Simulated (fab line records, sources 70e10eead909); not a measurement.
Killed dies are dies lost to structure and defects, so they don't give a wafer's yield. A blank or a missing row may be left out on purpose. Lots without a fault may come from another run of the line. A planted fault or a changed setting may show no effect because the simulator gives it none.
fab line records | flow nand_harc
record lots=13 wafers=39 last_day=35
route steps=1302 shown A_CONTACT@1010 END@1302
lots that met no fault: from a run of the same line without faults
start_h: hours from the record's first day to the start of the lot's first wafer shown | wait_h: hours since the lot's step before | " the same as in the row above | L1.1+2: a row that stands for several wafers | - no value, or no start given | * or withheld: withheld | < > ~ a bound
route shown NAME@n: a module of which the file shows steps, and the number in the route of the first | usual: mean/standard deviation of fault-free wafers | same: alike in all rows | chamber/n: place in a boat | sites: the reading at each site | _std_site: their standard deviation | _edge_site: outer sites' mean less inner sites' | radius_mm: how far each site lies from the wafer's centre | mask NAME#n: copy n | behind: the tool/chamber that last shaped the wafer | hold: why the lot was held/for how many hours/how that ended | device: the transistor (n, p or np) that didn't switch | end of line: the same wafers' tests at the end of the route | a step without rows: its recipe alone | killed: dies lost to structure and defects at the first sort, not the wafer's yield | map: a wafer's dies, x killed, . not, _ none there
set.NAME: the setting as run; set.NAME@STEP: as run at that earlier step | model.NAME: the simulator's own value behind a step, which no gauge read
steps of the route over a sample of lots; a table a step, a row a wafer
services: from which hour (start_h, from the record's first day; less than 0 if before it) a tool's chamber was out of use, for how many hours, and why
## steps
# step NHARC_A_CONTACT_ETCH_116
# recipe source_w=withheld pressure_mtorr=20 bias_v=3000 time_s=190 target_depth_a=18500 ar_flow_sccm=withheld c4f8_flow_sccm=withheld o2_flow_sccm=withheld chemistry=C4F8/O2/Ar
# same time_s=190
# columns lot.wafer tool chamber start_h wait_h rf_hours_counter_h
L702.2 har_cap_etch-02 1 507.57 0.1 84
L702.3 " 1 " " -
L702.5 " 1 " " -
L704.2 har_cap_etch-02 0 513.70 0.2 87
L704.4 " 0 " " -
L704.5 " 0 " " -
L705.1 har_cap_etch-03 1 535.16 0.1 47
L705.5 " 1 " " -
L705.6 " 0 " " -
L710.2 har_cap_etch-03 1 588.05 0.1 50
L710.3 " 0 " " -
L710.6 " 1 " " -
L706.1 har_cap_etch-01 0 595.93 0.1 7
L706.3 " 0 " " -
L706.5 " 0 " " -
L712.4 har_cap_etch-02 0 604.03 0.1 -
L712.3 " 1 " " -
L712.5 " 0 " " -
L708.2 har_cap_etch-02 0 611.42 0.1 98
L708.4 " 0 " " -
L708.5 " 1 " " -
L713.3 har_cap_etch-01 0 631.97 0.1 -
L713.4 " 1 " " -
L713.6 " 0 " " -
L715.2 har_cap_etch-02 1 641.84 0.1 105
L715.1 " 0 " " 105
L715.5 " 0 " " -
L716.3 har_cap_etch-01 0 642.05 0.1 -
L716.4 " 1 " " -
L716.5 " 1 " " -
L717.4 har_cap_etch-03 1 646.95 0.1 -
L717.5 " 1 " " -
L717.6 " 0 " " -
L718.1 har_cap_etch-01 1 651.74 0.1 20
L718.3 " 0 " " -
L718.5 " 0 " " -
L725.2 har_cap_etch-03 0 759.63 0.1 84
L725.3 " 1 " " -
L725.6 " 0 " " -
# step NHARC_A_CONTACT_ETCH_119
# recipe source_w=withheld pressure_mtorr=20 bias_v=3000 time_s=190 target_depth_a=18500 ar_flow_sccm=withheld c4f8_flow_sccm=withheld o2_flow_sccm=withheld chemistry=C4F8/O2/Ar
# same time_s=190
# columns lot.wafer tool chamber start_h wait_h rf_hours_counter_h
L702.2 har_cap_etch-02 1 508.09 0.1 85
L702.3 " 1 " " -
L702.5 " 1 " " -
L704.2 har_cap_etch-02 0 514.38 0.2 87
L704.4 " 0 " " -
L704.5 " 0 " " -
L705.1 har_cap_etch-03 1 535.67 0.1 48
L705.5 " 1 " " -
L705.6 " 0 " " -
L710.2 har_cap_etch-03 1 588.56 0.1 50
L710.3 " 0 " " -
L710.6 " 1 " " -
L706.1 har_cap_etch-01 0 596.45 0.1 7
L706.3 " 0 " " -
L706.5 " 0 " " -
L712.4 har_cap_etch-02 0 604.54 0.1 -
L712.3 " 1 " " -
L712.5 " 0 " " -
L708.2 har_cap_etch-02 0 611.94 0.1 98
L708.4 " 0 " " -
L708.5 " 1 " " -
L713.3 har_cap_etch-01 0 632.48 0.1 -
L713.4 " 1 " " -
L713.6 " 0 " " -
L715.2 har_cap_etch-02 1 642.36 0.1 105
L715.1 " 0 " " 105
L715.5 " 0 " " -
L716.3 har_cap_etch-01 0 642.57 0.1 -
L716.4 " 1 " " -
L716.5 " 1 " " -
L717.4 har_cap_etch-03 1 647.46 0.1 -
L717.5 " 1 " " -
L717.6 " 0 " " -
L718.1 har_cap_etch-01 1 652.26 0.1 21
L718.3 " 0 " " -
L718.5 " 0 " " -
L725.2 har_cap_etch-03 0 760.14 0.1 84
L725.3 " 1 " " -
L725.6 " 0 " " -
# step NHARC_A_CONTACT_STRIP_55
# recipe o2_flow_sccm=500 ar_flow_sccm=0 bias_w=0 chemistry=O2
# usual bias_w=0/0 chamber_pressure_mTorr=60.00/0.055 drypump_motor_current_A=5.9/0.62 oes_product_au=0.999/0.0087 rf_vpp_V=57.7/0.92 showerhead_plenum_p_Torr=3.50/0.14 throttle_valve_pct=17.036/0.0097
# columns lot.wafer tool chamber start_h wait_h bias_w chamber_pressure_mTorr drypump_motor_current_A oes_product_au rf_hours_counter_h rf_vpp_V showerhead_plenum_p_Torr throttle_valve_pct
L702.3 rie_diel-04 0 510.42 - 0 60.04 6.4 0.993 26 57.5 3.72 17.019
L702.2 " 1 " " 0 60.03 5.6 0.979 26 56.3 3.60 17.054
L702.5 " 1 " " 0 59.93 5.7 0.979 - 58.6 3.60 17.035
L704.4 rie_diel-04 3 517.03 - 0 60.07 6.2 0.991 28 58.2 3.59 17.037
L704.2 " 1 " " 0 60.01 5.6 0.978 26 57.9 3.60 17.022
L704.5 " 3 " " 0 59.95 6.2 1.009 - 58.5 3.59 17.045
L705.1 rie_diel-01 3 538.01 - 0 59.99 6.2 1.007 48 58.1 3.46 17.037
L705.6 " 0 " " 0 60.03 6.7 1.009 - 59.3 3.62 17.032
L705.5 " 1 " " 0 59.97 6.4 1.005 - 58.3 3.34 17.027
L710.2 rie_diel-04 1 590.85 - 0 60.02 5.7 1.007 2 56.1 3.59 17.031
L710.3 " 2 " " 0 60.11 5.2 1.000 2 57.0 3.37 17.050
L710.6 " 3 " " 0 59.98 6.2 0.996 - 58.9 3.59 17.040
L706.3 rie_diel-01 2 598.75 - 0 60.00 4.8 0.999 12 57.4 3.44 17.024
L706.1 " 3 " " 0 59.96 6.2 0.993 8 57.4 3.45 17.044
L706.5 " 2 " " 0 59.99 4.8 0.992 - 58.3 3.44 17.033
L712.4 rie_diel-04 1 606.77 - 0 60.10 5.6 1.003 5 56.1 3.59 17.058
L712.3 " 2 " " 0 60.05 5.2 1.003 5 57.0 3.37 17.035
L712.5 " 0 " " 0 59.99 6.4 1.006 - 58.2 3.71 17.023
L708.4 rie_diel-04 0 614.64 - 0 59.93 6.3 1.006 9 59.1 3.71 17.026
L708.2 " 2 " " 0 59.93 5.2 1.007 8 57.8 3.37 17.042
L708.5 " 0 " " 0 60.03 6.3 1.011 - 58.8 3.71 17.039
L713.3 rie_diel-10 1 634.73 - 0 60.02 5.8 1.005 8 56.2 3.29 17.037
L713.4 " 3 " " 0 60.04 5.4 1.007 8 59.1 3.68 17.025
L713.6 " 0 " " 0 60.09 5.3 1.002 - 56.9 3.40 17.029
L715.2 rie_diel-01 1 644.68 - 0 59.94 6.3 1.005 31 56.7 3.32 17.059
L715.1 " 3 " " 0 60.05 6.2 0.988 24 57.4 3.44 17.047
L715.5 " 1 " " 0 59.93 6.3 0.995 - 55.5 3.32 17.036
L716.3 rie_diel-01 3 644.93 - - - - - - - - -
L716.4 " 1 " " - - - - - - - -
L716.5 " 2 " " - - - - - - - -
L717.4 rie_diel-01 3 650.51 - - - - - - - - -
L717.5 " 2 " " - - - - - - - -
L717.6 " 3 " " - - - - - - - -
L718.1 rie_diel-01 2 654.48 - - - - - - - - -
L718.3 " 0 " " - - - - - - - -
L718.5 " 2 " " - - - - - - - -
L725.2 rie_diel-10 2 762.39 - 0 60.05 5.1 1.004 59 58.8 3.31 17.031
L725.3 " 3 " " 0 59.94 5.4 1.005 56 57.2 3.65 17.020
L725.6 " 1 " " 0 59.95 5.9 1.007 - 57.0 3.26 17.048
# step NHARC_A_CONTACT_DEP_57
# recipe target_thk_a=53000 temp_c=400 material=aC
# usual susceptor_temp_C=400.07/0.23 throttle_valve_pct=35.000/0.01
# columns lot.wafer tool chamber start_h wait_h susceptor_temp_C throttle_valve_pct
L702.2 acl_dep-03 0 512.17 - 400.36 34.979
L702.3 " 0 " " 400.25 35.009
L702.5 " 0 513.80 - 400.27 34.990
L704.2 acl_dep-02 0 519.81 - 399.98 34.988
L704.4 " 0 520.88 - 399.71 34.996
L704.5 " 0 " " 399.87 35.005
L705.1 acl_dep-03 0 538.51 - 399.81 34.988
L705.5 " 0 540.67 - 400.11 35.001
L705.6 " 0 " " 399.89 35.001
L710.2 acl_dep-01 0 593.22 - 399.99 34.999
L710.3 " 0 " " 399.61 34.980
L710.6 " 0 595.39 - 400.37 35.016
L706.1 acl_dep-02 0 603.06 - - 34.983
L706.3 " 0 604.13 - - 34.991
L706.5 " 0 605.19 - - 34.988
L712.3 acl_dep-03 0 616.98 - - 34.994
L712.4 " 0 " " - 34.992
L712.5 " 0 " " - 34.993
L708.2 acl_dep-03 0 622.12 - 400.02 34.992
L708.4 " 0 623.19 - 399.51 35.015
L708.5 " 0 " " 399.92 35.001
L713.3 acl_dep-02 0 641.65 - 400.21 34.996
L713.4 " 0 " " 400.21 35.005
L713.6 " 0 643.27 - 399.58 35.004
L715.1 acl_dep-02 0 653.55 - 399.81 34.998
L715.2 " 0 " " 400.02 35.014
L715.5 " 0 655.72 - 400.51 35.005
L716.3 acl_dep-03 0 654.69 - - 35.017
L716.4 " 0 " " - 35.002
L716.5 " 0 " " - 34.998
L717.4 acl_dep-02 0 660.34 - 400.06 35.003
L717.5 " 0 " " 400.37 35.002
L717.6 " 0 " " 400.09 34.995
L718.1 acl_dep-01 0 661.98 - - 35.023
L718.3 " 0 663.04 - - 34.989
L718.5 " 0 664.11 - - 34.999
L725.2 acl_dep-01 0 764.23 - 399.81 35.010
L725.3 " 0 " " 399.55 35.006
L725.6 " 0 766.40 - 400.04 35.005
# step NHARC_END_SORT_01
# recipe temp_c=25
# usual killed_at_array=54/18 killed_at_other=0.9/1.2 killed_at_periphery=4.4/2.9 killed_dies=59/18 killed_open=3.2/1.8 killed_short=2.6/1.8
# same gross_dies=677
# columns lot.wafer tool chamber start_h wait_h killed_at_array killed_at_other killed_at_periphery killed_dies killed_open killed_short
L702.2 prober-01 0 582.45 2.8 27 1 3 31 3 2
L702.3 prober-01 0 583.27 3.1 24 1 5 30 2 1
L702.5 prober-01 0 584.90 3.8 26 2 1 29 1 3
L704.2 prober-02 0 584.80 2.8 51 2 7 60 4 3
L704.4 prober-02 0 586.40 3.4 65 1 6 72 4 2
L704.5 prober-02 0 587.20 3.7 67 1 4 72 3 1
L705.1 prober-01 0 601.99 2.5 72 1 11 84 2 7
L705.5 prober-01 0 605.18 3.7 83 1 6 90 2 3
L705.6 prober-01 0 605.98 4.0 70 4 2 76 3 0
L710.2 prober-02 0 665.23 2.8 63 3 3 69 4 6
L710.3 prober-02 0 666.04 3.1 53 0 2 55 3 2
L710.6 prober-02 0 668.46 4.0 50 6 1 57 7 2
L706.1 prober-02 0 672.21 2.5 44 0 2 46 3 5
L706.3 prober-02 0 673.81 3.1 55 0 2 57 1 1
L706.5 prober-02 0 675.41 3.7 52 4 1 57 2 2
L712.3 prober-01 0 686.20 3.1 54 1 4 59 1 3
L712.4 prober-01 0 686.99 3.4 69 0 7 76 4 3
L712.5 prober-01 0 687.78 3.7 44 0 3 47 3 1
L708.2 prober-02 0 691.13 2.8 49 0 13 62 2 5
L708.4 prober-02 0 692.71 3.4 61 0 13 74 3 4
L708.5 prober-02 0 693.51 3.7 66 0 10 76 5 3
L713.3 prober-01 0 714.17 3.1 49 0 6 55 5 2
L713.4 prober-01 0 714.98 3.4 49 1 4 54 1 3
L713.6 prober-01 0 716.60 4.1 62 0 4 66 3 6
L715.1 prober-02 0 728.20 2.6 48 0 6 54 4 2
L715.2 prober-02 0 729.00 2.8 43 1 2 46 3 1
L715.5 prober-02 0 731.37 3.7 46 0 3 49 3 1
L716.3 prober-01 0 729.89 3.1 676 1 0 677 4 1
L716.4 prober-01 0 730.72 3.5 675 0 2 677 4 1
L716.5 prober-01 0 731.54 3.8 677 0 0 677 3 2
L718.1 prober-01 0 736.15 2.5 668 3 6 677 3 6
L718.3 prober-01 0 737.75 3.1 672 0 5 677 4 2
L718.5 prober-01 0 739.35 3.7 671 1 5 677 2 2
L717.4 prober-02 0 738.40 3.4 674 0 3 677 2 1
L717.5 prober-02 0 739.20 3.7 673 0 4 677 2 3
L717.6 prober-02 0 740.00 4.0 673 0 4 677 4 2
L725.2 prober-02 0 840.21 2.8 20 1 2 23 1 3
L725.3 prober-02 0 841.01 3.1 19 2 3 24 2 1
L725.6 prober-02 0 843.41 4.0 34 3 2 39 5 1
# killed by level:class
L702.2 A_CHANNEL_HOLE_D2:chamber_film_flake=8 A_SGD_CUT:chamber_film_flake=7 A_STAIRCASE:chamber_film_flake=3 A_CONTACT:chamber_film_flake=3 A_CHANNEL_HOLE_D1:chamber_film_flake=2 P_GATE:geometric_particle:open=1 P_M0:geometric_particle:open=1 A_CHANNEL_FILL_D1:geometric_particle:short=1
L702.3 A_CHANNEL_HOLE_D2:chamber_film_flake=8 A_STAIRCASE:chamber_film_flake=5 A_SGD_CUT:chamber_film_flake=5 P_STI:chamber_film_flake=2 A_CHANNEL_HOLE_D1:chamber_film_flake=2 A_CONTACT:chamber_film_flake=2 P_CONTACT:geometric_particle:open=1 P_M0:geometric_particle:open=1
L704.2 A_CHANNEL_HOLE_D2:chamber_film_flake=19 A_SLIT:chamber_film_flake=19 A_STAIRCASE:chamber_film_flake=4 A_CHANNEL_FILL_D1:geometric_particle:open=2 P_CONTACT:chamber_film_flake=2 A_ZERO_WELL:chamber_film_flake=2 A_CONTACT:chamber_film_flake=2 P_GATE:geometric_particle:short=1
L702.5 A_SGD_CUT:chamber_film_flake=7 A_CHANNEL_HOLE_D2:chamber_film_flake=6 A_CONTACT:chamber_film_flake=4 A_WL_FILL:chamber_film_flake=2 A_BONDPAD:chamber_film_flake=2 P_GATE:geometric_particle:open=1 A_CHANNEL_FILL_D1:geometric_particle:short=1 A_CHANNEL_FILL_D2:geometric_particle:short=1
L704.4 A_SLIT:chamber_film_flake=29 A_CHANNEL_HOLE_D2:chamber_film_flake=21 A_CONTACT:chamber_film_flake=4 A_STAIRCASE:chamber_film_flake=3 A_WL_FILL:chamber_film_flake=3 P_ZERO_WELL:chamber_film_flake=2 P_GATE:geometric_particle:open=1 P_M0:geometric_particle:short=1
L704.5 A_SLIT:chamber_film_flake=37 A_CHANNEL_HOLE_D2:chamber_film_flake=17 P_CONTACT:chamber_film_flake=4 A_STAIRCASE:chamber_film_flake=4 A_CONTACT:chamber_film_flake=2 A_SOURCE_PLATE:geometric_particle:open=1 A_WL_FILL:geometric_particle:short=1 A_BLC:geometric_particle:open=1
L705.1 A_SLIT:chamber_film_flake=29 A_CHANNEL_HOLE_D2:chamber_film_flake=17 A_CONTACT:chamber_film_flake=7 P_GATE:chamber_film_flake=6 A_CHANNEL_HOLE_D1:chamber_film_flake=5 P_M2:chamber_film_flake=2 A_CHANNEL_FILL_D2:chamber_film_flake=2 A_SGD_CUT:chamber_film_flake=2
L705.5 A_SLIT:chamber_film_flake=32 A_CHANNEL_HOLE_D2:chamber_film_flake=30 A_CONTACT:chamber_film_flake=8 P_M2:chamber_film_flake=3 A_DECK1_JOINT:chamber_film_flake=3 A_CHANNEL_HOLE_D1:chamber_film_flake=2 A_SGD_CUT:chamber_film_flake=2 A_CHANNEL_HOLE_D1:geometric_particle:open=1
L705.6 A_SLIT:chamber_film_flake=35 A_CHANNEL_HOLE_D2:chamber_film_flake=20 A_CHANNEL_HOLE_D1:chamber_film_flake=4 A_CONTACT:chamber_film_flake=4 THIN_TSV:chamber_film_flake=4 P_GATE:chamber_film_flake=2 A_DECK1_JOINT:chamber_film_flake=2 A_DECK1_JOINT:geometric_particle:open=1
L710.2 A_CHANNEL_HOLE_D1:chamber_film_flake=33 A_CHANNEL_HOLE_D2:chamber_film_flake=17 A_WL_FILL:geometric_particle:short=2 A_DECK1_JOINT:chamber_film_flake=2 THIN_TSV:chamber_film_flake=2 P_CONTACT:geometric_particle:open=1 P_M0:geometric_particle:open=1 A_CHANNEL_FILL_D1:geometric_particle:short=1
L710.3 A_CHANNEL_HOLE_D1:chamber_film_flake=26 A_CHANNEL_HOLE_D2:chamber_film_flake=13 A_CONTACT:chamber_film_flake=4 A_DECK1_JOINT:chamber_film_flake=3 A_DECK1_JOINT:geometric_particle:open=2 A_CHANNEL_FILL_D1:chamber_film_flake=2 P_STI:geometric_particle:short=1 A_CHANNEL_FILL_D1:geometric_particle:short=1
L710.6 A_CHANNEL_HOLE_D1:chamber_film_flake=26 A_CHANNEL_HOLE_D2:chamber_film_flake=10 HYBRID_BOND:chamber_film_flake=4 A_CHANNEL_FILL_D2:geometric_particle:open=2 A_CONTACT:geometric_particle:open=2 A_CHANNEL_FILL_D1:chamber_film_flake=2 THIN_TSV:chamber_film_flake=2 P_CONTACT:geometric_particle:open=1
L706.1 A_CHANNEL_HOLE_D1:chamber_film_flake=24 A_CHANNEL_HOLE_D2:chamber_film_flake=11 A_DECK1_JOINT:chamber_film_flake=3 A_CHANNEL_FILL_D2:geometric_particle:short=2 P_GATE:geometric_particle:open=1 P_M0:geometric_particle:short=1 A_ONON_D1:geometric_particle:short=1 A_CHANNEL_FILL_D1:geometric_particle:open=1
L706.3 A_CHANNEL_HOLE_D1:chamber_film_flake=36 A_CHANNEL_HOLE_D2:chamber_film_flake=15 A_DECK1_JOINT:chamber_film_flake=2 A_WL_FILL:geometric_particle:short=1 A_BLC:geometric_particle:open=1 P_ZERO_WELL:chamber_film_flake=1 P_GATE:chamber_film_flake=1
L706.5 A_CHANNEL_HOLE_D1:chamber_film_flake=26 A_CHANNEL_HOLE_D2:chamber_film_flake=20 THIN_TSV:chamber_film_flake=4 A_ONON_D1:geometric_particle:short=1 A_ONON_D1:geometric_particle:open=1 A_DECK1_JOINT:geometric_particle:short=1 A_WL_FILL:geometric_particle:open=1 P_STI:chamber_film_flake=1
L712.3 A_CHANNEL_HOLE_D2:chamber_film_flake=22 A_CHANNEL_HOLE_D1:chamber_film_flake=18 A_CONTACT:chamber_film_flake=6 P_STI:chamber_film_flake=2 P_CONTACT:geometric_particle:open=1 A_ONON_D1:geometric_particle:short=1 A_SGD_CUT:geometric_particle:short=1 A_BLC:geometric_particle:short=1
L712.4 A_CHANNEL_HOLE_D1:chamber_film_flake=28 A_CHANNEL_HOLE_D2:chamber_film_flake=24 A_CONTACT:chamber_film_flake=7 P_STI:chamber_film_flake=4 A_CHANNEL_HOLE_D2:geometric_particle:open=2 P_M0:geometric_particle:short=1 A_ONON_D1:geometric_particle:open=1 A_DECK1_JOINT:geometric_particle:short=1
L712.5 A_CHANNEL_HOLE_D1:chamber_film_flake=19 A_CHANNEL_HOLE_D2:chamber_film_flake=16 A_DECK1_JOINT:chamber_film_flake=3 A_CONTACT:chamber_film_flake=3 P_M0:geometric_particle:open=2 A_ONON_D1:geometric_particle:open=1 A_CHANNEL_FILL_D2:geometric_particle:short=1 P_ZERO_WELL:chamber_film_flake=1
L708.2 A_CHANNEL_HOLE_D1:chamber_film_flake=21 A_CHANNEL_HOLE_D2:chamber_film_flake=16 P_STI:chamber_film_flake=8 A_CONTACT:chamber_film_flake=3 A_ONON_D2:geometric_particle:short=2 P_CONTACT:chamber_film_flake=2 P_M2:chamber_film_flake=2 A_STAIRCASE:chamber_film_flake=2
L708.4 A_CHANNEL_HOLE_D2:chamber_film_flake=22 A_CHANNEL_HOLE_D1:chamber_film_flake=18 A_CONTACT:chamber_film_flake=4 A_BLC:chamber_film_flake=4 P_STI:chamber_film_flake=3 P_CONTACT:chamber_film_flake=3 P_M2:chamber_film_flake=3 A_SLIT:chamber_film_flake=3
L708.5 A_CHANNEL_HOLE_D1:chamber_film_flake=21 A_CHANNEL_HOLE_D2:chamber_film_flake=20 A_CONTACT:chamber_film_flake=5 P_M2:chamber_film_flake=4 P_STI:chamber_film_flake=3 A_CHANNEL_FILL_D1:chamber_film_flake=3 A_BONDPAD:chamber_film_flake=3 A_SLIT:chamber_film_flake=2
L713.3 A_CHANNEL_HOLE_D1:chamber_film_flake=18 A_CHANNEL_HOLE_D2:chamber_film_flake=18 A_CONTACT:chamber_film_flake=4 P_STI:chamber_film_flake=2 A_STAIRCASE:chamber_film_flake=2 A_SLIT:chamber_film_flake=2 P_M0:geometric_particle:open=1 P_M1:geometric_particle:open=1
L713.4 A_CHANNEL_HOLE_D1:chamber_film_flake=18 A_CHANNEL_HOLE_D2:chamber_film_flake=16 A_STAIRCASE:chamber_film_flake=6 A_CHANNEL_FILL_D1:chamber_film_flake=3 A_SLIT:chamber_film_flake=2 P_STI:geometric_particle:open=1 A_SGD_CUT:geometric_particle:short=1 A_BLC:geometric_particle:short=1
L713.6 A_CHANNEL_HOLE_D2:chamber_film_flake=22 A_CHANNEL_HOLE_D1:chamber_film_flake=18 A_SLIT:chamber_film_flake=5 A_STAIRCASE:chamber_film_flake=4 A_CONTACT:chamber_film_flake=3 A_CHANNEL_FILL_D2:geometric_particle:short=2 A_CHANNEL_FILL_D2:geometric_particle:open=2 P_GATE:chamber_film_flake=2
L715.1 A_CHANNEL_HOLE_D2:chamber_film_flake=23 A_CHANNEL_HOLE_D1:chamber_film_flake=11 A_CONTACT:chamber_film_flake=5 A_CHANNEL_FILL_D2:chamber_film_flake=3 P_BONDPAD:chamber_film_flake=2 A_SLIT:chamber_film_flake=2 P_ZERO_WELL:geometric_particle:short=1 P_GATE:geometric_particle:open=1
L715.2 A_CHANNEL_HOLE_D2:chamber_film_flake=19 A_CHANNEL_HOLE_D1:chamber_film_flake=7 A_CONTACT:chamber_film_flake=7 A_SLIT:chamber_film_flake=4 A_DECK1_JOINT:geometric_particle:open=1 A_CHANNEL_HOLE_D2:geometric_particle:open=1 A_BLC:geometric_particle:open=1 P_GATE:chamber_film_flake=1
L716.3 A_CONTACT:area_strip=600 A_SLIT:chamber_film_flake=37 A_CHANNEL_HOLE_D1:chamber_film_flake=27 A_WL_FILL:chamber_film_flake=2 A_CONTACT:chamber_film_flake=2 A_ONON_D1:geometric_particle:open=1 A_CHANNEL_FILL_D1:geometric_particle:open=1 A_DECK1_JOINT:geometric_particle:open=1
L716.4 A_CONTACT:area_strip=611 A_SLIT:chamber_film_flake=35 A_CHANNEL_HOLE_D1:chamber_film_flake=17 A_WL_FILL:chamber_film_flake=3 P_BONDPAD:chamber_film_flake=2 A_CHANNEL_FILL_D2:chamber_film_flake=2 A_ONON_D2:geometric_particle:open=1 A_CHANNEL_FILL_D2:geometric_particle:open=1
L715.5 A_CHANNEL_HOLE_D2:chamber_film_flake=19 A_SLIT:chamber_film_flake=8 A_CHANNEL_HOLE_D1:chamber_film_flake=7 A_CONTACT:chamber_film_flake=5 P_M0:geometric_particle:open=2 A_STAIRCASE:chamber_film_flake=2 A_SOURCE_PLATE:geometric_particle:short=1 A_SOURCE_PLATE:geometric_particle:open=1
L716.5 A_CONTACT:area_strip=594 A_SLIT:chamber_film_flake=39 A_CHANNEL_HOLE_D1:chamber_film_flake=34 A_BLC:geometric_particle:open=2 A_CONTACT:chamber_film_flake=2 A_DECK1_JOINT:geometric_particle:short=1 A_CHANNEL_FILL_D2:geometric_particle:short=1 A_M1:geometric_particle:open=1
L718.1 A_CONTACT:area_strip=621 A_CHANNEL_HOLE_D2:chamber_film_flake=28 A_CHANNEL_HOLE_D1:chamber_film_flake=11 P_GATE:geometric_particle:open=2 A_CHANNEL_FILL_D2:geometric_particle:short=2 P_ZERO_WELL:chamber_film_flake=2 A_SLIT:chamber_film_flake=2 THIN_TSV:chamber_film_flake=2
L718.3 A_CONTACT:area_strip=625 A_CHANNEL_HOLE_D2:chamber_film_flake=25 A_CHANNEL_HOLE_D1:chamber_film_flake=9 A_SLIT:chamber_film_flake=4 P_STI:chamber_film_flake=3 A_CONTACT:chamber_film_flake=2 A_ONON_D2:geometric_particle:short=1 A_CHANNEL_FILL_D2:geometric_particle:open=1
L717.4 A_CONTACT:area_strip=621 A_CHANNEL_HOLE_D2:chamber_film_flake=18 A_CHANNEL_HOLE_D1:chamber_film_flake=18 A_CONTACT:chamber_film_flake=5 A_SLIT:chamber_film_flake=3 A_DECK1_JOINT:chamber_film_flake=2 A_STAIRCASE:chamber_film_flake=2 A_DECK1_JOINT:geometric_particle:open=1
L717.5 A_CONTACT:area_strip=610 A_CHANNEL_HOLE_D2:chamber_film_flake=20 A_CHANNEL_HOLE_D1:chamber_film_flake=18 A_SLIT:chamber_film_flake=8 A_CONTACT:chamber_film_flake=6 A_SGD_CUT:geometric_particle:short=3 A_CHANNEL_FILL_D1:chamber_film_flake=3 P_GATE:chamber_film_flake=2
L718.5 A_CONTACT:area_strip=615 A_CHANNEL_HOLE_D2:chamber_film_flake=36 A_CHANNEL_HOLE_D1:chamber_film_flake=12 P_GATE:chamber_film_flake=2 A_SLIT:chamber_film_flake=2 P_CONTACT:geometric_particle:short=1 A_DECK1_JOINT:geometric_particle:open=1 A_CHANNEL_FILL_D2:geometric_particle:short=1
L717.6 A_CONTACT:area_strip=605 A_CHANNEL_HOLE_D2:chamber_film_flake=29 A_CHANNEL_HOLE_D1:chamber_film_flake=26 P_GATE:chamber_film_flake=3 A_SLIT:chamber_film_flake=3 A_CHANNEL_FILL_D1:chamber_film_flake=2 P_CONTACT:geometric_particle:open=1 A_CHANNEL_FILL_D1:geometric_particle:open=1
L725.2 A_SLIT:chamber_film_flake=7 A_STAIRCASE:chamber_film_flake=4 A_ONON_D2:geometric_particle:short=2 A_DECK1_JOINT:chamber_film_flake=2 A_CHANNEL_HOLE_D2:chamber_film_flake=2 A_CHANNEL_FILL_D2:geometric_particle:short=1 A_WL_FILL:geometric_particle:open=1 P_ZERO_WELL:chamber_film_flake=1
L725.3 A_SLIT:chamber_film_flake=7 A_CONTACT:chamber_film_flake=4 P_GATE:chamber_film_flake=2 A_DECK1_JOINT:chamber_film_flake=2 THIN_TSV:chamber_film_flake=2 A_CHANNEL_FILL_D1:geometric_particle:short=1 A_CHANNEL_HOLE_D2:geometric_particle:open=1 A_M0:geometric_particle:open=1
L725.6 A_SLIT:chamber_film_flake=17 A_STAIRCASE:chamber_film_flake=5 A_CONTACT:chamber_film_flake=5 THIN_TSV:chamber_film_flake=3 A_ONON_D1:geometric_particle:open=2 A_DECK1_JOINT:geometric_particle:open=1 A_ONON_D2:geometric_particle:open=1 A_ONON_D2:geometric_particle:short=1
## services
# columns tool chamber start_h hours kind
har_cap_etch-01 - 497.00 17.0 pm
har_cap_etch-01 0 497.00 17.0 vent_cycle
har_cap_etch-01 1 497.00 17.0 vent_cycle
rie_diel-04 2 506.30 5.7 repair
har_cap_etch-01 0 514.00 - clean
rie_diel-04 - 532.13 9.0 pm
acl_dep-01 - 550.27 13.0 pm
rie_diel-01 - 557.80 9.0 pm
rie_diel-10 - 596.76 9.0 pm
acl_dep-02 - 606.26 13.0 pm
har_cap_etch-02 - 619.11 1.3 repair
rie_diel-01 0 619.70 6.1 repair
rie_diel-10 1 643.14 7.1 repair
acl_dep-03 - 662.18 13.0 pm
rie_diel-04 1 663.57 4.8 repair
rie_diel-01 3 693.84 1.7 repair
rie_diel-10 0 699.92 2.5 repair
rie_diel-01 1 704.98 2.9 repair
rie_diel-04 - 709.13 9.0 pm
acl_dep-01 - 731.29 13.0 pm
rie_diel-01 - 735.33 9.0 pm
har_cap_etch-02 - 754.00 17.0 pm
har_cap_etch-02 0 754.00 17.0 vent_cycle
har_cap_etch-02 1 754.00 17.0 vent_cycle
## key
first_sign step=NHARC_A_CONTACT_STRIP_55 reading=tool_record direction=missing
effect step=NHARC_END_SORT_01 reading=killed_at_array direction=up sigmas=34 usual=54 struck=673
more_kills_born_at NHARC_A_CONTACT_STRIP_55@rie_diel-01=5502
met_at NHARC_A_CONTACT_STRIP_55
struck_lots L716,L717,L718
later_rows_left_out L716.3,L716.4,L716.5,L717.4,L717.5,L717.6,L718.1,L718.3,L718.5
tester_left_out L716,L717,L718
not_acting_at NHARC_A_CONTACT_ETCH_116,NHARC_A_CONTACT_ETCH_119,NHARC_A_CONTACT_DEP_57
onset_between 644.68 644.93
fault kind=skipped_step_whole tool=rie_diel-01 chamber=- onset_h=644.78 steps=NHARC_A_CONTACT_STRIP_55 scope=struck_lots_only
# tester_left_out: of these lots the tester's yield and bins aren't shown, on N5 and GAA mostly nor the transistor test; their killed dies are dies lost to structure and defects alone, not to doping, threshold or leakage, so they don't give the yield
# later_rows_left_out: the simulator's readings of these wafers behind a module that went badly wrong aren't trusted and aren't shown, but for the sort
